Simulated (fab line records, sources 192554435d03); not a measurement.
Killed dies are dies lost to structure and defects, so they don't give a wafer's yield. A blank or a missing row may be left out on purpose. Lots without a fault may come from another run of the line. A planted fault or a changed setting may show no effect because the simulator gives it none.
fab line records | flow n5_finfet
record lots=8 wafers=24 last_day=17
route steps=1938 shown BEOL_M0_SAQP@669 BEOL_M0_CUTY@710 BEOL_M4@1111 PASSIVATION@1936
lots that met no fault: from a run of the same line without faults
start_h: hours from the record's first day to the start of the lot's first wafer shown | wait_h: hours since the lot's step before | " the same as in the row above | L1.1+2: a row that stands for several wafers | - no value, or no start given | * or withheld: withheld | < > ~ a bound
route shown NAME@n: a module of which the file shows steps, and the number in the route of the first | usual: mean/standard deviation of fault-free wafers | same: alike in all rows | chamber/n: place in a boat | sites: the reading at each site | _std_site: their standard deviation | _edge_site: outer sites' mean less inner sites' | radius_mm: how far each site lies from the wafer's centre | mask NAME#n: copy n | behind: the tool/chamber that last shaped the wafer | hold: why the lot was held/for how many hours/how that ended | device: the transistor (n, p or np) that didn't switch | end of line: the same wafers' tests at the end of the route | a step without rows: its recipe alone | killed: dies lost to structure and defects at the first sort, not the wafer's yield | map: a wafer's dies, x killed, . not, _ none there
set.NAME: the setting as run; set.NAME@STEP: as run at that earlier step | model.NAME: the simulator's own value behind a step, which no gauge read
steps of the route over a sample of lots; a table a step, a row a wafer
services: from which hour (start_h, from the record's first day; less than 0 if before it) a tool's chamber was out of use, for how many hours, and why
## steps
# step N5_BEOL_M0_SAQP_MANDREL_ETCH_103
# recipe chemistry=HBr/Cl2 target=a-Si target_depth_a=450 bt_time_s=10 stop_on=SiCN mask_material=SiO2 over_etch_frac=0.8 time_s=27 pressure_mtorr=10 icp_w=800 bias_w=75 HBr_flow_sccm=150 Cl2_flow_sccm=80 ends=end_point
# usual drypump_motor_current_A=5.6/0.52 oes_product_au=0.684/0.0098 rf_fwd_power_W=795/3.1 throttle_valve_pct=35.41/0.14
# columns lot.wafer tool chamber start_h wait_h drypump_motor_current_A oes_product_au rf_fwd_power_W rf_hours_counter_h throttle_valve_pct
L248.1 rie_si-04 0 125.64 0.0 5.2 0.676 796 141 35.28
L248.2 " 1 " " 5.5 0.683 797 176 35.33
L248.4 " 3 " " 5.8 0.693 792 3 34.95
L249.2 rie_si-02 3 128.43 0.0 5.2 0.680 795 117 35.44
L249.3 " 0 " " 5.1 0.696 797 73 35.37
L249.5 " 1 " " 6.4 0.704 790 - 35.59
L250.2 rie_si-03 0 134.26 0.0 5.5 0.667 793 48 35.60
L250.3 " 2 " " 5.7 0.668 795 128 35.48
L250.6 " 0 " " 5.6 0.672 792 - 35.58
L251.1 rie_si-02 1 138.21 0.0 6.4 0.680 794 180 35.61
L251.4 " 3 " " 5.2 0.677 796 117 35.43
L251.6 " 1 " " 6.4 0.687 792 - 35.59
L255.2 rie_si-02 2 163.27 0.0 5.4 0.682 793 106 35.33
L255.4 " 1 " " 6.4 0.704 791 180 35.58
L255.6 " 2 " " 5.3 0.673 792 - 35.33
L259.1 rie_si-02 2 188.26 0.0 5.3 0.674 793 106 35.34
L259.5 " 1 " " 6.4 0.696 789 - 35.58
L259.6 " 0 " " 5.0 0.690 797 - 35.36
L261.1 rie_si-03 1 198.36 0.0 6.1 0.687 791 155 35.62
L261.3 " 2 " " 5.7 0.678 797 129 35.47
L261.4 " 0 " " 5.5 0.672 799 49 35.57
L269.1 rie_si-03 2 249.60 0.0 5.7 0.678 801 130 35.47
L269.2 " 3 " " 6.6 0.677 797 8 35.48
L269.3 " 0 " " 5.5 0.662 789 50 35.57
# step N5_BEOL_M0_SAQP_STRIP_108
# recipe chemistry=N2/H2 power_w=500 temp_c=40 pressure_mtorr=50 rf_frequency_hz=6e+07 overash_fraction=0.3 bias_power_w=28 h2_frac=0.5 n2_flow_sccm=300 h2_flow_sccm=300
# usual drypump_motor_current_A=5.55/0.26 n2_flow_sccm=300.1/0.94 oes_product_au=0.76/0.075 rf_fwd_power_W=490.4/3 rf_vpp_V=122.0/0.9 showerhead_plenum_p_Torr=3.38/0.1 temp_c=39.99/0.11 throttle_valve_pct=18.8/0.38
# columns lot.wafer tool chamber start_h wait_h drypump_motor_current_A n2_flow_sccm oes_product_au rf_fwd_power_W rf_hours_counter_h rf_vpp_V showerhead_plenum_p_Torr temp_c throttle_valve_pct
L248.1 rie_diel-01 0 126.30 0.0 5.42 300.4 0.77 491.9 137 121.3 3.23 40.10 18.8
L248.2 " 1 " " 5.49 300.5 0.71 494.7 237 123.1 3.45 40.04 18.8
L248.4 " 2 " " 5.72 297.8 0.68 495.0 218 122.0 3.44 40.18 19.2
L249.2 rie_diel-02 0 129.06 0.0 5.12 299.8 0.70 491.6 218 122.0 3.46 39.90 19.4
L249.3 " 2 " " 5.85 299.2 0.86 492.4 61 120.6 3.41 39.96 18.0
L249.5 " 2 " " 5.82 298.4 0.85 493.1 - 121.6 3.41 39.99 18.0
L250.2 rie_diel-06 1 134.89 0.0 5.29 299.6 0.70 486.8 200 121.5 3.33 40.00 19.0
L250.3 " 3 " " 5.89 300.6 0.88 494.5 53 121.9 3.54 40.10 18.3
L250.6 " 3 " " 5.87 300.3 0.89 493.6 - 122.5 3.54 40.03 18.3
L251.1 rie_diel-01 3 138.84 0.0 5.18 301.2 0.88 486.9 42 123.1 3.40 40.06 18.6
L251.4 " 1 " " 5.50 299.9 0.71 493.9 240 122.7 3.45 39.94 18.8
L251.6 " 3 " " 5.17 300.4 0.87 487.8 - 122.8 3.40 39.95 18.6
L255.2 rie_diel-06 2 163.90 0.0 5.44 299.8 0.74 487.8 174 122.6 3.50 40.05 19.3
L255.4 " 1 " " 5.32 300.7 0.69 489.0 209 120.5 3.32 39.85 19.0
L255.6 " 0 " " 5.80 299.2 0.71 485.3 - 119.9 3.33 39.94 19.0
L259.1 rie_diel-06 1 188.88 0.0 5.31 297.3 0.68 488.4 218 121.1 3.32 39.87 19.0
L259.5 " 3 " " 5.89 299.5 0.86 496.4 - 123.4 3.53 40.16 18.3
L259.6 " 2 " " 5.40 300.1 0.73 489.0 - 122.4 3.49 40.19 19.3
L261.1 rie_diel-06 3 198.99 0.0 5.89 300.7 0.85 494.4 73 123.1 3.53 39.86 18.3
L261.3 " 0 " " 5.79 299.3 0.69 489.1 234 121.3 3.33 40.25 19.0
L261.4 " 1 " " 5.33 299.1 0.68 487.8 221 122.5 3.32 40.15 19.0
L269.1 rie_diel-06 1 250.23 0.0 5.30 300.2 0.66 486.2 236 121.7 3.31 39.96 19.0
L269.2 " 2 " " 5.42 301.3 0.72 488.8 200 122.6 3.48 39.93 19.3
L269.3 " 3 " " 5.94 298.7 0.84 493.6 88 122.6 3.52 39.93 18.4
# step N5_BEOL_M0_SAQP_RECESS_109
# recipe chemistry=HF/NH3 target=SiO2 target_depth_a=30 afs_cycles=1 temp_c=30 sublimation_temp_c=180 sublimation_time_s=60
# usual drypump_motor_current_A=5.7/0.36 temp_c=30.01/0.11
# columns lot.wafer tool chamber start_h wait_h drypump_motor_current_A temp_c
L248.1 vapor_etch-01 0 126.52 0.2 6.0 30.06
L248.2 " 1 " " 5.9 29.95
L248.4 " 1 " " 5.9 30.07
L249.2 vapor_etch-01 1 129.12 0.0 5.9 30.26
L249.3 " 1 " " 5.9 30.05
L249.5 " 1 " " 5.9 30.26
L250.2 vapor_etch-01 0 134.95 0.0 6.0 30.17
L250.3 " 0 " " 6.0 30.06
L250.6 " 0 " " 6.0 30.16
L251.1 vapor_etch-01 0 139.17 0.3 6.0 29.92
L251.4 " 0 " " 6.0 30.00
L251.6 " 1 " " 5.9 29.89
L255.2 vapor_etch-01 0 163.96 0.0 6.0 29.89
L255.4 " 0 " " 6.0 30.04
L255.6 " 1 " " 5.9 29.90
L259.1 vapor_etch-01 0 188.95 0.0 6.0 29.84
L259.5 " 1 " " 5.9 30.20
L259.6 " 0 " " 6.0 30.12
L261.1 vapor_etch-01 1 199.05 0.0 5.9 29.94
L261.3 " 0 " " 5.9 30.04
L261.4 " 1 " " 5.9 29.90
L269.1 vapor_etch-02 1 250.29 0.0 5.2 29.81
L269.2 " 0 " " 5.2 30.10
L269.3 " 0 " " 5.2 30.03
# step N5_BEOL_M0_SAQP_INSPECT_42
# recipe mode=adi inspect_instrument=brightfield
# usual raw_defect_count=288/81
# columns lot.wafer tool chamber start_h wait_h raw_defect_count
L248.1 defect_inspect-01 - 127.80 0.1 311
L248.2 " - " " 234
L248.4 " - " " 286
L249.2 defect_inspect-02 - 130.44 0.0 312
L249.3 " - " " 290
L249.5 " - " " 357
L250.2 defect_inspect-02 - 136.24 0.0 288
L250.3 " - " " 213
L250.6 " - " " 258
L251.1 defect_inspect-02 - 140.46 0.1 223
L251.4 " - " " 186
L251.6 " - " " 181
L255.2 defect_inspect-02 - 165.46 0.0 485
L255.4 " - " " 310
L255.6 " - " " 315
L259.1 defect_inspect-01 - 190.23 0.1 1300
L259.5 " - " " 1448
L259.6 " - " " 1485
L261.1 defect_inspect-02 - 200.53 0.1 1670
L261.3 " - " " 1665
L261.4 " - " " 1702
L269.1 defect_inspect-01 - 251.57 0.1 302
L269.2 " - " " 214
L269.3 " - " " 276
# step N5_BEOL_M0_SAQP_STRIP_75
# recipe chemistry=CF4 resist=SiARC power_w=300 bias_power_w=75 pressure_mtorr=50 cf4_flow_sccm=150 rf_frequency_hz=6e+07
# usual drypump_motor_current_A=5.51/0.26 oes_product_au=0.180/0.018 rf_fwd_power_W=293.6/1.6 rf_vpp_V=271.2/1.5 showerhead_plenum_p_Torr=1.80/0.05 throttle_valve_pct=13.56/0.29
# columns lot.wafer tool chamber start_h wait_h drypump_motor_current_A oes_product_au rf_fwd_power_W rf_hours_counter_h rf_vpp_V showerhead_plenum_p_Torr throttle_valve_pct
L248.1 rie_diel-02 1 128.75 0.1 5.67 0.195 295.5 46 270.4 1.75 13.45
L248.2 " 3 " " 5.36 0.185 292.5 141 270.6 1.72 13.57
L248.4 " 2 " " 5.84 0.192 292.9 61 270.9 1.81 13.13
L249.2 rie_diel-06 1 131.78 0.1 5.30 0.158 293.2 198 270.4 1.78 13.73
L249.3 " 3 " " 5.88 0.208 295.7 52 274.6 1.88 13.10
L249.5 " 3 " " 5.89 0.204 297.0 - 273.5 1.88 13.12
L250.2 rie_diel-01 2 137.19 0.1 5.78 0.164 295.9 220 271.8 1.85 14.06
L250.3 " 0 " " 5.41 0.175 293.3 139 269.4 1.73 13.60
L250.6 " 3 " " 5.15 0.203 291.7 - 271.5 1.81 13.62
L251.1 rie_diel-06 0 141.40 0.1 5.79 0.162 292.0 215 271.0 1.80 13.88
L251.4 " 1 " " 5.27 0.157 292.2 202 272.1 1.78 13.75
L251.6 " 1 " " 5.26 0.159 292.6 - 270.7 1.78 13.77
L255.2 rie_diel-06 0 166.48 0.1 5.75 0.165 291.8 223 271.0 1.79 13.90
L255.4 " 1 " " 5.31 0.160 292.2 210 271.4 1.78 13.77
L255.6 " 0 " " 5.78 0.160 291.7 - 269.8 1.79 13.91
L259.1 rie_diel-06 2 191.18 0.1 5.43 0.165 291.8 182 274.1 1.86 13.50
L259.5 " 1 " " 5.28 0.162 292.7 - 270.7 1.78 13.79
L259.6 " 2 " " 5.48 0.167 292.1 - 271.8 1.86 13.49
L261.1 rie_diel-02 2 201.47 0.1 5.82 0.189 294.0 84 271.9 1.81 13.17
L261.3 " 0 " " 5.09 0.160 294.3 241 272.0 1.82 13.72
L261.4 " 3 " " 5.31 0.182 292.3 162 270.2 1.71 13.62
L269.1 rie_diel-01 3 252.52 0.1 5.15 0.188 293.3 77 271.5 1.80 13.70
L269.2 " 1 " " 5.45 0.209 296.1 23 272.4 1.83 13.08
L269.3 " 0 " " 5.42 0.170 292.6 175 269.4 1.72 13.70
# step N5_BEOL_M0_CUTY_INSPECT_59
# recipe mode=adi inspect_instrument=macro
# usual raw_defect_count=2.0/1.3
# columns lot.wafer tool chamber start_h wait_h raw_defect_count
L248.1 defect_inspect-02 - 129.19 0.0 1
L248.2 " - " " 2
L248.4 " - " " 2
L249.2 defect_inspect-01 - 132.23 0.0 4
L249.3 " - " " 2
L249.5 " - " " 2
L250.2 defect_inspect-02 - 137.64 0.0 4
L250.3 " - " " 0
L250.6 " - " " 4
L251.1 defect_inspect-02 - 141.72 0.0 1
L251.4 " - " " 1
L251.6 " - " " 0
L255.2 defect_inspect-02 - 166.93 0.0 2
L255.4 " - " " 2
L255.6 " - " " 1
L259.1 defect_inspect-01 - 191.50 0.0 >300
L259.5 " - " " >300
L259.6 " - " " >300
L261.1 defect_inspect-01 - 201.92 0.0 >300
L261.3 " - " " >300
L261.4 " - " " >300
L269.1 defect_inspect-02 - 252.96 0.0 6
L269.2 " - " " 2
L269.3 " - " " 0
# step N5_BEOL_M4_RC_MEAS_101
# usual DIBL_N=36.6/1.7 DIBL_P=36.7/2 IOFF_N=0.16/0.033 IOFF_P=0.22/0.04 ION_N=673/12 ION_P=463/7.9 SS_N=71.7/0.58 SS_P=73.3/0.64 VT_N=249/3.3 VT_P=-249/3.1
# columns lot.wafer tool chamber start_h wait_h DIBL_N[mV/V] DIBL_P[mV/V] IOFF_N[nA/um] IOFF_P[nA/um] ION_N[uA/um] ION_P[uA/um] SS_N[mV/dec] SS_P[mV/dec] VT_N[mV] VT_P[mV]
L248.1 prober-02 0 173.45 0.0 37.2 37.2 0.15 0.21 653 451 72.2 73.9 252 -254
L248.2 " 0 " " 35.7 36.2 0.14 0.21 671 465 71.2 73.9 247 -248
L248.4 " 0 " " 38.3 38.0 0.17 0.24 683 471 72.2 73.5 249 -252
L249.2 prober-02 0 176.80 0.2 37.4 36.5 0.15 0.24 659 462 71.5 73.7 254 -248
L249.3 " 0 " " 36.6 35.8 0.14 0.22 675 468 71.6 72.6 251 -247
L249.5 " 0 " " 35.1 33.8 0.12 0.19 660 459 71.0 72.4 260 -251
L250.2 prober-01 0 189.17 0.2 34.2 32.2 0.10 0.16 654 450 70.8 72.2 257 -253
L250.3 " 0 " " 38.3 36.5 0.18 0.22 671 461 71.7 73.6 250 -249
L250.6 " 0 " " 37.9 36.1 0.16 0.21 673 459 72.9 73.3 251 -251
L251.1 prober-01 0 191.88 0.0 35.6 35.5 0.15 0.20 684 469 71.3 73.0 249 -251
L251.4 " 0 " " 34.0 33.0 0.11 0.17 660 462 70.4 72.5 253 -252
L251.6 " 0 " " 37.5 38.0 0.18 0.24 686 470 71.9 73.6 245 -247
L255.2 prober-01 0 213.94 0.2 35.5 37.7 0.17 0.23 672 464 71.2 73.7 247 -251
L255.4 " 0 " " 36.9 39.4 0.21 0.26 680 467 71.8 74.4 240 -249
L255.6 " 0 " " 35.2 37.0 0.16 0.21 663 460 72.0 73.6 249 -250
L259.1 prober-02 0 242.03 0.0 37.9 37.2 0.17 0.22 676 457 72.0 73.1 249 -250
L259.5 " 0 " " 35.9 35.2 0.13 0.20 666 456 71.5 72.8 252 -249
L259.6 " 0 " " 38.4 38.3 0.20 0.25 698 477 72.0 73.8 246 -245
L261.1 prober-02 0 247.87 0.0 37.6 36.5 0.17 0.23 677 465 71.9 72.9 248 -250
L261.3 " 0 " " 35.9 35.0 0.15 0.20 673 459 71.4 73.3 249 -251
L261.4 " 0 " " 37.7 35.6 0.17 0.21 662 452 72.7 73.9 248 -250
L269.1 prober-01 0 308.11 0.0 35.2 34.2 0.14 0.21 664 461 71.9 72.5 250 -246
L269.2 " 0 " " 35.2 34.8 0.14 0.22 677 471 72.0 72.5 251 -248
L269.3 " 0 " " 35.2 34.8 0.14 0.22 667 464 71.6 72.4 250 -246
# step N5_PASSIVATION_PROBE_49
# usual defect_limited_yield=91.1/1.4 killed_at_M0_to_M3=34/11 killed_at_M4_up=14/5.7 killed_at_contacts=14/6.9 killed_at_front_end=40/11 killed_at_other=4/3.1 killed_dies=105/17 killed_on_rim=14/4.1 killed_open=70/13 killed_short=34/7.6 sort_bin_5_function=5.3/0.95 sort_bin_6_memory=3.3/0.64 sort_n_pass=1075/17 sort_yield_pct=91.1/1.4
# same gross_dies=1180 killed_at_back_side=0 sort_bin_4_leakage[%]=0 sort_bin_8_speed[%]=0
# columns lot.wafer tool chamber start_h wait_h defect_limited_yield[%] killed_at_M0_to_M3 killed_at_M4_up killed_at_contacts killed_at_front_end killed_at_other killed_dies killed_on_rim killed_open killed_short sort_bin_5_function[%] sort_bin_6_memory[%] sort_n_pass sort_yield_pct[%]
L259.1 prober-01 - 348.40 0.2 85.7 123 10 8 28 0 169 32 52 23 8.6 2.9 1011 85.7
L259.5 prober-01 - 348.60 0.4 85.6 109 4 18 37 2 170 29 69 41 8.0 3.9 1010 85.6
L259.6 prober-01 - 348.65 0.5 85.8 119 20 10 19 0 168 25 54 20 8.7 2.5 1012 85.8
L261.1 prober-01 - 358.83 0.0 85.5 99 21 11 40 0 171 30 73 34 8.1 3.8 1009 85.5
L261.3 prober-01 - 358.93 0.1 86.9 114 8 4 25 4 155 21 38 29 7.4 2.8 1025 86.9
L261.4 prober-01 - 358.98 0.2 88.7 84 16 5 27 1 133 28 45 26 6.4 2.8 1047 88.7
# killed by level:class
L259.1 BEOL_M0_SAQP:unspecified=94 STI_FIN_REVEAL:geometric_particle:open=11 BEOL_M3:geometric_particle:open=9 BEOL_M0_SAQP:geometric_particle:short=6 MOL_CONTACT_COAG:geometric_particle:open=5 BEOL_M0_SAQP:geometric_particle:open=4 BEOL_M0:geometric_particle:open=4 BEOL_M4:geometric_particle:open=4
L259.5 BEOL_M0_SAQP:unspecified=60 BEOL_M1:geometric_particle:open=15 BEOL_M0_SAQP:geometric_particle:short=14 MOL_CONTACT_COAG:geometric_particle:open=13 STI_FIN_REVEAL:geometric_particle:open=11 BEOL_M0_SAQP:geometric_particle:open=9 FIN_SAQP:geometric_particle:short=7 FIN_SAQP:geometric_particle:open=5
L259.6 BEOL_M0_SAQP:unspecified=94 BEOL_M0_SAQP:geometric_particle:open=8 STI_FIN_REVEAL:geometric_particle:open=6 MOL_CONTACT_COAG:geometric_particle:open=6 BEOL_M0_SAQP:geometric_particle:short=5 BEOL_M4:geometric_particle:open=5 BEOL_M5:geometric_particle:open=5 BEOL_M6:geometric_particle:open=5
L261.1 BEOL_M0_SAQP:unspecified=63 BEOL_M4:geometric_particle:open=11 BEOL_M0_SAQP:geometric_particle:open=11 FIN_SAQP:geometric_particle:short=9 MOL_CONTACT_COAG:geometric_particle:open=9 BEOL_M0_SAQP:geometric_particle:short=9 FIN_SAQP:geometric_particle:open=8 STI_FIN_REVEAL:geometric_particle:open=6
L261.3 BEOL_M0_SAQP:unspecified=87 FIN_SAQP:geometric_particle:short=6 BEOL_M0_SAQP:geometric_particle:short=6 BEOL_M1:geometric_particle:open=6 BEOL_M2:geometric_particle:open=5 STI_FIN_REVEAL:geometric_particle:open=3 ILD0:geometric_particle:short=3 BEOL_M0:geometric_particle:open=3
L261.4 BEOL_M0_SAQP:unspecified=62 BEOL_M4:geometric_particle:open=10 STI_FIN_REVEAL:geometric_particle:open=8 BEOL_M0_SAQP:geometric_particle:short=7 FIN_SAQP:geometric_particle:open=6 BEOL_M0_SAQP:geometric_particle:open=6 BEOL_M2:geometric_particle:open=6 MOL_CONTACT_COAG:geometric_particle:open=5
## services
# columns tool chamber start_h hours kind
rie_diel-06 2 125.43 12.1 repair
vapor_etch-02 - 134.11 19.1 repair
rie_si-03 3 142.38 10.6 repair
rie_diel-02 3 142.67 1.8 repair
rie_diel-01 2 164.28 2.8 repair
rie_si-02 1 164.90 16.7 repair
rie_diel-01 1 168.11 - clean
rie_diel-01 1 168.11 - consumable_replace:focus_ring
rie_diel-01 1 168.11 13.9 scheduled_down
rie_diel-01 1 168.11 13.9 vent_cycle
rie_si-03 0 211.76 5.2 repair
rie_si-03 1 228.45 8.6 repair
rie_diel-02 0 233.89 - clean
rie_diel-02 0 233.89 - consumable_replace:focus_ring
rie_diel-02 0 233.89 14.9 scheduled_down
rie_diel-02 0 233.89 14.9 vent_cycle
rie_diel-01 2 235.33 5.0 repair
rie_diel-01 2 242.52 - clean
rie_diel-01 2 242.52 - consumable_replace:focus_ring
rie_diel-01 2 242.52 17.4 scheduled_down
rie_diel-01 2 242.52 17.4 vent_cycle
rie_diel-02 1 243.32 8.0 repair
## key
first_sign step=N5_BEOL_M0_SAQP_INSPECT_42 reading=raw_defect_count direction=up sigmas=15 usual=288 struck=1545
effect step=N5_BEOL_M0_CUTY_INSPECT_59 reading=raw_defect_count direction=up sigmas=99+ usual=2.0 struck=>300
effect step=N5_PASSIVATION_PROBE_49 reading=killed_at_M0_to_M3 direction=up sigmas=6.9 usual=34 struck=108
more_kills_born_at N5_BEOL_M0_SAQP_RECESS_109@vapor_etch-01=460
met_at N5_BEOL_M0_SAQP_RECESS_109
struck_lots L259,L261
not_acting_at N5_BEOL_M0_SAQP_MANDREL_ETCH_103,N5_BEOL_M0_SAQP_STRIP_108,N5_BEOL_M0_SAQP_STRIP_75
onset_between 163.96 188.95
fault kind=chamber_particle_source tool=vapor_etch-01 chamber=- onset_h=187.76 steps=N5_BEOL_M0_SAQP_RECESS_109 rate_per_visit_cm2=1.8028 end_h=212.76
